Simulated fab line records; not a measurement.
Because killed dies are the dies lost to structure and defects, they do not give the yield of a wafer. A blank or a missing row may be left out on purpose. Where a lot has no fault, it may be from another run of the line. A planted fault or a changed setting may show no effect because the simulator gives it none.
The tool behind it: which one? || flow n5 finfet || 22 lots with 66 wafers sampled at 4 steps, on a route of 1938 steps

== WHAT THE GAUGES SHOWED, per wafer ==
N5_BEOL_M11_THK_MEAS_01. Usual: for M11_ILD_THK the level is 268 nm and the standard deviation is 4.2.
{"lot": "L076", "measured": "day 12 02:28", "on": "film metro-02", "M11_ILD_THK (nm)": "266 270 267", "flag": ""}
{"lot": "L075", "measured": "day 12 02:19", "on": "film metro-01", "M11_ILD_THK (nm)": "264 270 264", "flag": ""}
{"lot": "L079", "measured": "day 12 03:52", "on": "film metro-02", "M11_ILD_THK (nm)": "270 270 273", "flag": ""}
{"lot": "L082", "measured": "day 12 09:31", "on": "film metro-02", "M11_ILD_THK (nm)": "267 268 272", "flag": ""}
{"lot": "L077", "measured": "day 12 12:55", "on": "film metro-01", "M11_ILD_THK (nm)": "273 265 266", "flag": ""}
{"lot": "L080", "measured": "day 12 13:56", "on": "film metro-01", "M11_ILD_THK (nm)": "270 273 275", "flag": ""}
{"lot": "L078", "measured": "day 13 15:43", "on": "film metro-02", "M11_ILD_THK (nm)": "266 274 267", "flag": ""}
{"lot": "L083", "measured": "day 14 01:36", "on": "film metro-01", "M11_ILD_THK (nm)": "261 263 266", "flag": ""}
{"lot": "L084", "measured": "day 13 23:59", "on": "film metro-01", "M11_ILD_THK (nm)": "265 272 275", "flag": ""}
{"lot": "L085", "measured": "day 14 01:53", "on": "film metro-01", "M11_ILD_THK (nm)": "266 262 266", "flag": ""}
{"lot": "L086", "measured": "day 14 01:20", "on": "film metro-01", "M11_ILD_THK (nm)": "267 269 269", "flag": ""}
{"lot": "L089", "measured": "day 14 22:53", "on": "film metro-01", "M11_ILD_THK (nm)": "269 265 270", "flag": ""}
{"lot": "L088", "measured": "day 14 22:55", "on": "film metro-02", "M11_ILD_THK (nm)": "269 270 265", "flag": ""}
{"lot": "L087", "measured": "day 15 01:02", "on": "film metro-02", "M11_ILD_THK (nm)": "267 269 271", "flag": ""}
{"lot": "L090", "measured": "day 15 04:31", "on": "film metro-01", "M11_ILD_THK (nm)": "272 267 277", "flag": ""}
{"lot": "L091", "measured": "day 15 16:02", "on": "film metro-01", "M11_ILD_THK (nm)": "274 277 276", "flag": ""}
{"lot": "L092", "measured": "day 15 17:13", "on": "film metro-02", "M11_ILD_THK (nm)": "258 263 263", "flag": ""}
{"lot": "L093", "measured": "day 16 00:34", "on": "film metro-02", "M11_ILD_THK (nm)": "264 262 267", "flag": ""}
{"lot": "L094", "measured": "day 16 02:43", "on": "film metro-02", "M11_ILD_THK (nm)": "269 267 270", "flag": ""}
{"lot": "L095", "measured": "day 16 10:37", "on": "film metro-02", "M11_ILD_THK (nm)": "264 267 270", "flag": ""}
{"lot": "L097", "measured": "day 17 01:53", "on": "film metro-01", "M11_ILD_THK (nm)": "265 265 269", "flag": ""}
{"lot": "L096", "measured": "day 17 02:02", "on": "film metro-02", "M11_ILD_THK (nm)": "263 265 269", "flag": ""}

== TOOL THAT RAN EACH LOT (tool first, then ch and the chambers of the sampled wafers, then the start) ==
{"lot": "L076", "N5_BEOL_M10_ETCH_62": "rie diel-01 ch 1,2,3, day 11 19:19", "N5_BEOL_M10_ETCH_65": "rie diel-03 ch 1,3, day 11 20:24", "N5_BEOL_M10_DEP_56": "pecvd-03 ch 0,2, day 12 00:56"}
{"lot": "L075", "N5_BEOL_M10_ETCH_62": "rie diel-06 ch 0,1,2, day 11 19:29", "N5_BEOL_M10_ETCH_65": "rie diel-06 ch 1,2, day 11 20:27", "N5_BEOL_M10_DEP_56": "pecvd-04 ch 0,2, day 12 01:35"}
{"lot": "L079", "N5_BEOL_M10_ETCH_62": "rie diel-01 ch 0,1,3, day 11 21:32", "N5_BEOL_M10_ETCH_65": "rie diel-01 ch 0,1,3, day 11 23:25", "N5_BEOL_M10_DEP_56": "pecvd-04 ch 0,1, day 12 02:40"}
{"lot": "L082", "N5_BEOL_M10_ETCH_62": "rie diel-03 ch 2,3, day 12 04:37", "N5_BEOL_M10_ETCH_65": "rie diel-01 ch 1,2,3, day 12 06:14", "N5_BEOL_M10_DEP_56": "pecvd-02 ch 1,2, day 12 08:47"}
{"lot": "L077", "N5_BEOL_M10_ETCH_62": "rie diel-06 ch 1,2,3, day 12 04:37", "N5_BEOL_M10_ETCH_65": "rie diel-01 ch 0,2, day 12 06:41", "N5_BEOL_M10_DEP_56": "pecvd-02 ch 0,1,2, day 12 11:42"}
{"lot": "L080", "N5_BEOL_M10_ETCH_62": "rie diel-01 ch 1,2, day 12 07:48", "N5_BEOL_M10_ETCH_65": "rie diel-06 ch 1,2,3, day 12 10:08", "N5_BEOL_M10_DEP_56": "pecvd-04 ch 0,1, day 12 13:12"}
{"lot": "L078", "N5_BEOL_M10_ETCH_62": "rie diel-06 ch 0,2,3, day 13 08:28", "N5_BEOL_M10_ETCH_65": "rie diel-06 ch 0,2, day 13 10:50", "N5_BEOL_M10_DEP_56": "pecvd-03 ch 0,1,2, day 13 14:01"}
{"lot": "L083", "N5_BEOL_M10_ETCH_62": "rie diel-03 ch 2,3, day 13 16:52", "N5_BEOL_M10_ETCH_65": "rie diel-06 ch 0,1, day 13 21:33", "N5_BEOL_M10_DEP_56": "pecvd-02 ch 0,2, day 14 00:52"}
{"lot": "L084", "N5_BEOL_M10_ETCH_62": "rie diel-01 ch 1,2,3, day 13 17:00", "N5_BEOL_M10_ETCH_65": "rie diel-06 ch 2,3, day 13 20:05", "N5_BEOL_M10_DEP_56": "pecvd-02 ch 0,2, day 13 23:13"}
{"lot": "L085", "N5_BEOL_M10_ETCH_62": "rie diel-03 ch 1,3, day 13 17:07", "N5_BEOL_M10_ETCH_65": "rie diel-01 ch 0,1,2, day 13 22:04", "N5_BEOL_M10_DEP_56": "pecvd-02 ch 0,2, day 14 01:09"}
{"lot": "L086", "N5_BEOL_M10_ETCH_62": "rie diel-01 ch 1,2,3, day 13 17:17", "N5_BEOL_M10_ETCH_65": "rie diel-03 ch 0,1,3, day 13 21:23", "N5_BEOL_M10_DEP_56": "pecvd-02 ch 0,1,2, day 14 00:35"}
{"lot": "L089", "N5_BEOL_M10_ETCH_62": "rie diel-03 ch 0,1, day 14 16:47", "N5_BEOL_M10_ETCH_65": "rie diel-06 ch 0,2, day 14 18:42", "N5_BEOL_M10_DEP_56": "pecvd-03 ch 0,1,2, day 14 22:08"}
{"lot": "L088", "N5_BEOL_M10_ETCH_62": "rie diel-06 ch 0,2,3, day 14 17:25", "N5_BEOL_M10_ETCH_65": "rie diel-01 ch 0,1,2, day 14 18:52", "N5_BEOL_M10_DEP_56": "pecvd-04 ch 0,1,2, day 14 22:12"}
{"lot": "L087", "N5_BEOL_M10_ETCH_62": "rie diel-01 ch 0,1,2, day 14 19:24", "N5_BEOL_M10_ETCH_65": "rie diel-03 ch 1,2,3, day 14 20:26", "N5_BEOL_M10_DEP_56": "pecvd-03 ch 0,1,2, day 15 00:11"}
{"lot": "L090", "N5_BEOL_M10_ETCH_62": "rie diel-03 ch 0,2,3, day 14 20:12", "N5_BEOL_M10_ETCH_65": "rie diel-03 ch 2,3, day 14 23:25", "N5_BEOL_M10_DEP_56": "pecvd-04 ch 0,1, day 15 03:48"}
{"lot": "L091", "N5_BEOL_M10_ETCH_62": "rie diel-01 ch 0,2, day 15 08:35", "N5_BEOL_M10_ETCH_65": "rie diel-06 ch 2,3, day 15 11:31", "N5_BEOL_M10_DEP_56": "pecvd-03 ch 0,1,2, day 15 15:14"}
{"lot": "L092", "N5_BEOL_M10_ETCH_62": "rie diel-06 ch 0,1,3, day 15 12:14", "N5_BEOL_M10_ETCH_65": "rie diel-01 ch 1,2,3, day 15 13:43", "N5_BEOL_M10_DEP_56": "pecvd-03 ch 0,2, day 15 16:29"}
{"lot": "L093", "N5_BEOL_M10_ETCH_62": "rie diel-06 ch 0,3, day 15 15:51", "N5_BEOL_M10_ETCH_65": "rie diel-06 ch 0,3, day 15 19:26", "N5_BEOL_M10_DEP_56": "pecvd-02 ch 0,1, day 15 23:51"}
{"lot": "L094", "N5_BEOL_M10_ETCH_62": "rie diel-06 ch 0,1,3, day 15 20:18", "N5_BEOL_M10_ETCH_65": "rie diel-06 ch 0,1,3, day 15 22:46", "N5_BEOL_M10_DEP_56": "pecvd-02 ch 0,2, day 16 01:47"}
{"lot": "L095", "N5_BEOL_M10_ETCH_62": "rie diel-06 ch 0,1,2, day 16 03:50", "N5_BEOL_M10_ETCH_65": "rie diel-03 ch 1,2,3, day 16 05:40", "N5_BEOL_M10_DEP_56": "pecvd-02 ch 0,1,2, day 16 09:54"}
{"lot": "L097", "N5_BEOL_M10_ETCH_62": "rie diel-03 ch 0,1,3, day 16 19:04", "N5_BEOL_M10_ETCH_65": "rie diel-01 ch 1,2, day 16 21:43", "N5_BEOL_M10_DEP_56": "pecvd-02 ch 0,2, day 17 00:53"}
{"lot": "L096", "N5_BEOL_M10_ETCH_62": "rie diel-06 ch 1,2,3, day 16 19:08", "N5_BEOL_M10_ETCH_65": "rie diel-06 ch 0,1, day 16 21:33", "N5_BEOL_M10_DEP_56": "pecvd-02 ch 0,2, day 17 00:49"}
- N5_BEOL_M10_ETCH_62: etches SOC in N2/H2, target depth 110 nm, overetch 22 nm, time 165 s.
- N5_BEOL_M10_ETCH_65: etches SiARC in CF4, target depth 39 nm, time 65 s.
- N5_BEOL_M10_DEP_56: deposits SiCN from 3MS/NH3, target thk 15 nm, time 26.5 s.

== AS READ BY THE TOOLS THEMSELVES (means over the sampled wafers that have a number; for cases with no such wafer, the mark the record gives instead) ==
N5_BEOL_M10_ETCH_62. Usual: drypump motor current A 5.7 A, standard deviation 0.44; oes product au 0.70 a.u., standard deviation 0.067; rf vpp V 523.0 V, standard deviation 2.1; showerhead plenum p Torr 2.50 Torr, standard deviation 0.079; throttle valve pct 17.75 %, standard deviation 0.24.
{"lot": "L076", "tool": "rie diel-01", "drypump motor current A (A)": 6.1, "oes product au (a.u.)": 0.72, "rf vpp V (V)": 521.2, "showerhead plenum p Torr (Torr)": 2.46, "throttle valve pct (%)": 17.55, "flag": ""}
{"lot": "L075", "tool": "rie diel-06", "drypump motor current A (A)": 5.5, "oes product au (a.u.)": 0.65, "rf vpp V (V)": 522.1, "showerhead plenum p Torr (Torr)": 2.50, "throttle valve pct (%)": 17.84, "flag": ""}
{"lot": "L079", "tool": "rie diel-01", "drypump motor current A (A)": 5.8, "oes product au (a.u.)": 0.75, "rf vpp V (V)": 522.1, "showerhead plenum p Torr (Torr)": 2.47, "throttle valve pct (%)": 17.60, "flag": ""}
{"lot": "L082", "tool": "rie diel-03", "drypump motor current A (A)": 5.8, "oes product au (a.u.)": 0.74, "rf vpp V (V)": 527.1, "showerhead plenum p Torr (Torr)": 2.66, "throttle valve pct (%)": 17.87, "flag": ""}
{"lot": "L077", "tool": "rie diel-06", "drypump motor current A (A)": 5.6, "oes product au (a.u.)": 0.70, "rf vpp V (V)": 523.3, "showerhead plenum p Torr (Torr)": 2.52, "throttle valve pct (%)": 17.92, "flag": ""}
{"lot": "L080", "tool": "rie diel-01", "drypump motor current A (A)": 6.1, "oes product au (a.u.)": 0.74, "rf vpp V (V)": 521.6, "showerhead plenum p Torr (Torr)": 2.46, "throttle valve pct (%)": 17.56, "flag": ""}
{"lot": "L078", "tool": "rie diel-06", "drypump motor current A (A)": 5.6, "oes product au (a.u.)": 0.71, "rf vpp V (V)": 523.9, "showerhead plenum p Torr (Torr)": 2.49, "throttle valve pct (%)": 17.79, "flag": ""}
{"lot": "L083", "tool": "rie diel-03", "drypump motor current A (A)": 5.8, "oes product au (a.u.)": 0.68, "rf vpp V (V)": 526.3, "showerhead plenum p Torr (Torr)": 2.61, "throttle valve pct (%)": 18.00, "flag": ""}
{"lot": "L084", "tool": "rie diel-01", "drypump motor current A (A)": 6.1, "oes product au (a.u.)": 0.70, "rf vpp V (V)": 521.3, "showerhead plenum p Torr (Torr)": 2.45, "throttle valve pct (%)": 17.58, "flag": ""}
{"lot": "L085", "tool": "rie diel-03", "drypump motor current A (A)": 5.8, "oes product au (a.u.)": 0.67, "rf vpp V (V)": 524.8, "showerhead plenum p Torr (Torr)": 2.57, "throttle valve pct (%)": 17.86, "flag": ""}
{"lot": "L086", "tool": "rie diel-01", "drypump motor current A (A)": 6.1, "oes product au (a.u.)": 0.70, "rf vpp V (V)": 521.3, "showerhead plenum p Torr (Torr)": 2.45, "throttle valve pct (%)": 17.58, "flag": ""}
{"lot": "L089", "tool": "rie diel-03", "drypump motor current A (A)": 5.4, "oes product au (a.u.)": 0.62, "rf vpp V (V)": 522.6, "showerhead plenum p Torr (Torr)": 2.47, "throttle valve pct (%)": 17.81, "flag": ""}
{"lot": "L088", "tool": "rie diel-06", "drypump motor current A (A)": 5.5, "oes product au (a.u.)": 0.69, "rf vpp V (V)": 523.0, "showerhead plenum p Torr (Torr)": 2.49, "throttle valve pct (%)": 17.81, "flag": ""}
{"lot": "L087", "tool": "rie diel-01", "drypump motor current A (A)": 5.6, "oes product au (a.u.)": 0.73, "rf vpp V (V)": 522.6, "showerhead plenum p Torr (Torr)": 2.46, "throttle valve pct (%)": 17.72, "flag": ""}
{"lot": "L090", "tool": "rie diel-03", "drypump motor current A (A)": 5.6, "oes product au (a.u.)": 0.65, "rf vpp V (V)": 523.3, "showerhead plenum p Torr (Torr)": 2.56, "throttle valve pct (%)": 17.98, "flag": ""}
{"lot": "L091", "tool": "rie diel-01", "drypump motor current A (A)": 5.5, "oes product au (a.u.)": 0.70, "rf vpp V (V)": 521.8, "showerhead plenum p Torr (Torr)": 2.46, "throttle valve pct (%)": 17.82, "flag": ""}
{"lot": "L092", "tool": "rie diel-06", "drypump motor current A (A)": 5.8, "oes product au (a.u.)": 0.71, "rf vpp V (V)": 522.9, "showerhead plenum p Torr (Torr)": 2.45, "throttle valve pct (%)": 17.64, "flag": ""}
{"lot": "L093", "tool": "rie diel-06", "drypump motor current A (A)": 5.8, "oes product au (a.u.)": 0.66, "rf vpp V (V)": 521.3, "showerhead plenum p Torr (Torr)": 2.43, "throttle valve pct (%)": 17.63, "flag": ""}
{"lot": "L094", "tool": "rie diel-06", "drypump motor current A (A)": 5.8, "oes product au (a.u.)": 0.70, "rf vpp V (V)": 522.0, "showerhead plenum p Torr (Torr)": 2.45, "throttle valve pct (%)": 17.66, "flag": ""}
{"lot": "L095", "tool": "rie diel-06", "drypump motor current A (A)": 5.4, "oes product au (a.u.)": 0.69, "rf vpp V (V)": 521.9, "showerhead plenum p Torr (Torr)": 2.48, "throttle valve pct (%)": 17.78, "flag": ""}
{"lot": "L097", "tool": "rie diel-03", "drypump motor current A (A)": 5.6, "oes product au (a.u.)": 0.71, "rf vpp V (V)": 524.8, "showerhead plenum p Torr (Torr)": 2.61, "throttle valve pct (%)": 17.71, "flag": ""}
{"lot": "L096", "tool": "rie diel-06", "drypump motor current A (A)": 5.5, "oes product au (a.u.)": 0.71, "rf vpp V (V)": 522.7, "showerhead plenum p Torr (Torr)": 2.50, "throttle valve pct (%)": 17.87, "flag": ""}

N5_BEOL_M10_ETCH_65. Usual: drypump motor current A 5.7 A, standard deviation 0.44; etch rf on time s 64.7 s, standard deviation 1.5; oes product au 0.71 a.u., standard deviation 0.068; rf vpp V 183.7 V, standard deviation 1; showerhead plenum p Torr 2.11 Torr, standard deviation 0.058; throttle valve pct 15.55 %, standard deviation 0.18.
{"lot": "L076", "tool": "rie diel-03", "drypump motor current A (A)": 5.8, "etch rf on time s (s)": 64.1, "oes product au (a.u.)": 0.73, "rf vpp V (V)": 184.6, "showerhead plenum p Torr (Torr)": 2.16, "throttle valve pct (%)": 15.34, "flag": ""}
{"lot": "L075", "tool": "rie diel-06", "drypump motor current A (A)": 5.5, "etch rf on time s (s)": 62.2, "oes product au (a.u.)": 0.65, "rf vpp V (V)": 184.2, "showerhead plenum p Torr (Torr)": 2.12, "throttle valve pct (%)": 15.82, "flag": ""}
{"lot": "L079", "tool": "rie diel-01", "drypump motor current A (A)": 5.8, "etch rf on time s (s)": 64.4, "oes product au (a.u.)": 0.75, "rf vpp V (V)": 183.4, "showerhead plenum p Torr (Torr)": 2.09, "throttle valve pct (%)": 15.42, "flag": ""}
{"lot": "L082", "tool": "rie diel-01", "drypump motor current A (A)": 6.0, "etch rf on time s (s)": 66.0, "oes product au (a.u.)": 0.71, "rf vpp V (V)": 183.3, "showerhead plenum p Torr (Torr)": 2.08, "throttle valve pct (%)": 15.40, "flag": ""}
{"lot": "L077", "tool": "rie diel-01", "drypump motor current A (A)": 5.2, "etch rf on time s (s)": 64.1, "oes product au (a.u.)": 0.79, "rf vpp V (V)": 183.3, "showerhead plenum p Torr (Torr)": 2.11, "throttle valve pct (%)": 15.66, "flag": ""}
{"lot": "L080", "tool": "rie diel-06", "drypump motor current A (A)": 5.5, "etch rf on time s (s)": 62.8, "oes product au (a.u.)": 0.71, "rf vpp V (V)": 183.4, "showerhead plenum p Torr (Torr)": 2.12, "throttle valve pct (%)": 15.70, "flag": ""}
{"lot": "L078", "tool": "rie diel-06", "drypump motor current A (A)": 5.5, "etch rf on time s (s)": 64.4, "oes product au (a.u.)": 0.67, "rf vpp V (V)": 184.0, "showerhead plenum p Torr (Torr)": 2.09, "throttle valve pct (%)": 15.53, "flag": ""}
{"lot": "L083", "tool": "rie diel-06", "drypump motor current A (A)": 5.8, "etch rf on time s (s)": 64.0, "oes product au (a.u.)": 0.69, "rf vpp V (V)": 183.2, "showerhead plenum p Torr (Torr)": 2.08, "throttle valve pct (%)": 15.44, "flag": ""}
{"lot": "L084", "tool": "rie diel-06", "drypump motor current A (A)": 5.6, "etch rf on time s (s)": 63.8, "oes product au (a.u.)": 0.76, "rf vpp V (V)": 184.3, "showerhead plenum p Torr (Torr)": 2.12, "throttle valve pct (%)": 15.60, "flag": ""}
{"lot": "L085", "tool": "rie diel-01", "drypump motor current A (A)": 5.7, "etch rf on time s (s)": 64.9, "oes product au (a.u.)": 0.74, "rf vpp V (V)": 183.8, "showerhead plenum p Torr (Torr)": 2.09, "throttle valve pct (%)": 15.59, "flag": ""}
{"lot": "L086", "tool": "rie diel-03", "drypump motor current A (A)": 5.6, "etch rf on time s (s)": 65.3, "oes product au (a.u.)": 0.65, "rf vpp V (V)": 182.9, "showerhead plenum p Torr (Torr)": 2.11, "throttle valve pct (%)": 15.53, "flag": ""}
{"lot": "L089", "tool": "rie diel-06", "drypump motor current A (A)": 5.2, "etch rf on time s (s)": 63.7, "oes product au (a.u.)": 0.69, "rf vpp V (V)": 183.3, "showerhead plenum p Torr (Torr)": 2.11, "throttle valve pct (%)": 15.64, "flag": ""}
{"lot": "L088", "tool": "rie diel-01", "drypump motor current A (A)": 5.6, "etch rf on time s (s)": 65.2, "oes product au (a.u.)": 0.73, "rf vpp V (V)": 182.4, "showerhead plenum p Torr (Torr)": 2.09, "throttle valve pct (%)": 15.59, "flag": ""}
{"lot": "L087", "tool": "rie diel-03", "drypump motor current A (A)": 5.8, "etch rf on time s (s)": 65.0, "oes product au (a.u.)": 0.71, "rf vpp V (V)": 185.4, "showerhead plenum p Torr (Torr)": 2.19, "throttle valve pct (%)": 15.51, "flag": ""}
{"lot": "L090", "tool": "rie diel-03", "drypump motor current A (A)": 5.8, "etch rf on time s (s)": 65.6, "oes product au (a.u.)": 0.67, "rf vpp V (V)": 184.9, "showerhead plenum p Torr (Torr)": 2.18, "throttle valve pct (%)": 15.70, "flag": ""}
{"lot": "L091", "tool": "rie diel-06", "drypump motor current A (A)": 5.6, "etch rf on time s (s)": 63.8, "oes product au (a.u.)": 0.74, "rf vpp V (V)": 183.1, "showerhead plenum p Torr (Torr)": 2.11, "throttle valve pct (%)": 15.62, "flag": ""}
{"lot": "L092", "tool": "rie diel-01", "drypump motor current A (A)": 6.1, "etch rf on time s (s)": 66.4, "oes product au (a.u.)": 0.68, "rf vpp V (V)": 184.1, "showerhead plenum p Torr (Torr)": 2.07, "throttle valve pct (%)": 15.46, "flag": ""}
{"lot": "L093", "tool": "rie diel-06", "drypump motor current A (A)": 5.9, "etch rf on time s (s)": 64.5, "oes product au (a.u.)": 0.70, "rf vpp V (V)": 183.4, "showerhead plenum p Torr (Torr)": 2.08, "throttle valve pct (%)": 15.55, "flag": ""}
{"lot": "L094", "tool": "rie diel-06", "drypump motor current A (A)": 5.8, "etch rf on time s (s)": 64.6, "oes product au (a.u.)": 0.71, "rf vpp V (V)": 183.1, "showerhead plenum p Torr (Torr)": 2.08, "throttle valve pct (%)": 15.52, "flag": ""}
{"lot": "L095", "tool": "rie diel-03", "drypump motor current A (A)": 5.8, "etch rf on time s (s)": 65.7, "oes product au (a.u.)": 0.69, "rf vpp V (V)": 185.2, "showerhead plenum p Torr (Torr)": 2.19, "throttle valve pct (%)": 15.54, "flag": ""}
{"lot": "L097", "tool": "rie diel-01", "drypump motor current A (A)": 6.1, "etch rf on time s (s)": 67.4, "oes product au (a.u.)": 0.69, "rf vpp V (V)": 183.8, "showerhead plenum p Torr (Torr)": 2.08, "throttle valve pct (%)": 15.52, "flag": ""}
{"lot": "L096", "tool": "rie diel-06", "drypump motor current A (A)": 5.7, "etch rf on time s (s)": 64.2, "oes product au (a.u.)": 0.70, "rf vpp V (V)": 182.8, "showerhead plenum p Torr (Torr)": 2.08, "throttle valve pct (%)": 15.50, "flag": ""}

N5_BEOL_M10_DEP_56. Usual: showerhead plenum p Torr 3.667 Torr, standard deviation 0.014; throttle valve pct 9.0 %, standard deviation 0.3.
{"lot": "L076", "tool": "pecvd-03", "showerhead plenum p Torr (Torr)": 3.669, "throttle valve pct (%)": 8.5, "flag": ""}
{"lot": "L075", "tool": "pecvd-04", "showerhead plenum p Torr (Torr)": 3.680, "throttle valve pct (%)": 9.0, "flag": ""}
{"lot": "L079", "tool": "pecvd-04", "showerhead plenum p Torr (Torr)": 3.675, "throttle valve pct (%)": 9.1, "flag": ""}
{"lot": "L082", "tool": "pecvd-02", "showerhead plenum p Torr (Torr)": 3.669, "throttle valve pct (%)": 9.2, "flag": ""}
{"lot": "L077", "tool": "pecvd-02", "showerhead plenum p Torr (Torr)": 3.673, "throttle valve pct (%)": 9.2, "flag": ""}
{"lot": "L080", "tool": "pecvd-04", "showerhead plenum p Torr (Torr)": 3.672, "throttle valve pct (%)": 9.1, "flag": ""}
{"lot": "L078", "tool": "pecvd-03", "showerhead plenum p Torr (Torr)": 3.672, "throttle valve pct (%)": 8.9, "flag": ""}
{"lot": "L083", "tool": "pecvd-02", "showerhead plenum p Torr (Torr)": 3.674, "throttle valve pct (%)": 9.0, "flag": ""}
{"lot": "L084", "tool": "pecvd-02", "showerhead plenum p Torr (Torr)": 3.668, "throttle valve pct (%)": 8.8, "flag": ""}
{"lot": "L085", "tool": "pecvd-02", "showerhead plenum p Torr (Torr)": 3.677, "throttle valve pct (%)": 8.8, "flag": ""}
{"lot": "L086", "tool": "pecvd-02", "showerhead plenum p Torr (Torr)": 3.670, "throttle valve pct (%)": 9.1, "flag": ""}
{"lot": "L089", "tool": "pecvd-03", "showerhead plenum p Torr (Torr)": 3.667, "throttle valve pct (%)": 8.9, "flag": ""}
{"lot": "L088", "tool": "pecvd-04", "showerhead plenum p Torr (Torr)": 3.669, "throttle valve pct (%)": 9.1, "flag": ""}
{"lot": "L087", "tool": "pecvd-03", "showerhead plenum p Torr (Torr)": 3.664, "throttle valve pct (%)": 8.9, "flag": ""}
{"lot": "L090", "tool": "pecvd-04", "showerhead plenum p Torr (Torr)": 3.671, "throttle valve pct (%)": 8.9, "flag": ""}
{"lot": "L091", "tool": "pecvd-03", "showerhead plenum p Torr (Torr)": 3.666, "throttle valve pct (%)": 8.9, "flag": ""}
{"lot": "L092", "tool": "pecvd-03", "showerhead plenum p Torr (Torr)": 3.672, "throttle valve pct (%)": 8.6, "flag": ""}
{"lot": "L093", "tool": "pecvd-02", "showerhead plenum p Torr (Torr)": 3.661, "throttle valve pct (%)": 9.1, "flag": ""}
{"lot": "L094", "tool": "pecvd-02", "showerhead plenum p Torr (Torr)": 3.664, "throttle valve pct (%)": 9.1, "flag": ""}
{"lot": "L095", "tool": "pecvd-02", "showerhead plenum p Torr (Torr)": 3.668, "throttle valve pct (%)": 9.1, "flag": ""}
{"lot": "L097", "tool": "pecvd-02", "showerhead plenum p Torr (Torr)": 3.669, "throttle valve pct (%)": 9.0, "flag": ""}
{"lot": "L096", "tool": "pecvd-02", "showerhead plenum p Torr (Torr)": 3.673, "throttle valve pct (%)": 9.1, "flag": ""}

== THE ANSWER, worked out from the rows above alone ==
Rule: a lot counts as off when the mean over its wafers that have a number is more than 3 standard deviations away from the usual mean. Also off: a lot with no number at a reading for which 4 or more lots have one. Where the step has rows for the other lots, those lots are counted as sound. Order of review: gauges by route order, followed by the tools' own readings, for which a lot's mean as printed above is used. The first step at which some lot is off is used, and at that step the reading that is off furthest; a lot without a number counts as furthest.
No lot is off at any reading shown: from this, nothing can be told.

== WHAT THE SIMULATOR PUT IN ==
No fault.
